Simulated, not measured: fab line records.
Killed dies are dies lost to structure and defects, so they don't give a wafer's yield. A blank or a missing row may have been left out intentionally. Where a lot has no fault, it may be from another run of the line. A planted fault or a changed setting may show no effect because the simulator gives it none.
Chamber matching ; flow n5-finfet ; N5_BEOL_M12_TRENCH_ETCH_34 on rie-diel-02 has 4 sister chambers
The step etches SiOC in C4F8/O2/Ar, target depth 318.95 nm, time 125.5 s. 8 wafers are shown with their chamber, then 12 later ones without.

== WAFERS WITH THEIR CHAMBER ==
wafer;chamber;throttle-valve-pct (%);oes-product-au (a.u.)
L083.5;2;24.52;0.69
L085.3;0;24.17;0.77
L085.6;2;24.54;0.68
L088.5;3;24.07;0.88
L088.6;1;24.44;0.68
L087.3;3;24.05;0.87
L087.4;1;24.44;0.68
L087.6;0;24.19;0.76

== WAFERS WITH NO CHAMBER GIVEN ==
wafer;throttle-valve-pct (%);oes-product-au (a.u.)
L090.2;24.53;0.68
L090.4;24.18;0.76
L090.5;24.53;0.68
L097.1;24.23;0.75
L097.2;24.09;0.84
L097.6;24.08;0.85
L079.1;24.07;0.85
L079.2;24.20;0.76
L079.6;24.21;0.75
L095.1;24.21;0.75
L095.4;24.22;0.74
L095.6;24.08;0.94

== WHICH CHAMBER EACH ONE RAN IN ==
wafer;from the rows above;in truth
L090.2;2;2
L090.4;0;0
L090.5;2;2
L097.1;0;0
L097.2;3;3
L097.6;3;3
L079.1;3;3
L079.2;0;0
L079.6;0;0
L095.1;0;0
L095.4;0;0
L095.6;3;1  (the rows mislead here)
Placed correctly: 11 of 12. From these rows, 0 cannot be placed. Placed wrongly: 1.
How it was worked out, from the rows above alone: a wafer's distance from a chamber is the root of the sum, over the readings, of the square of ((its reading less the chamber's mean) divided by the reading's scatter). The wafer belongs to the nearest chamber; if the next one is less than 2 further off, it can't be placed. For every chamber, the mean is computed from those of its wafers that are shown. The scatter: the root of (the sum of the squares of (reading less its chamber's mean) over the shown wafers, divided by (wafers less chambers)).
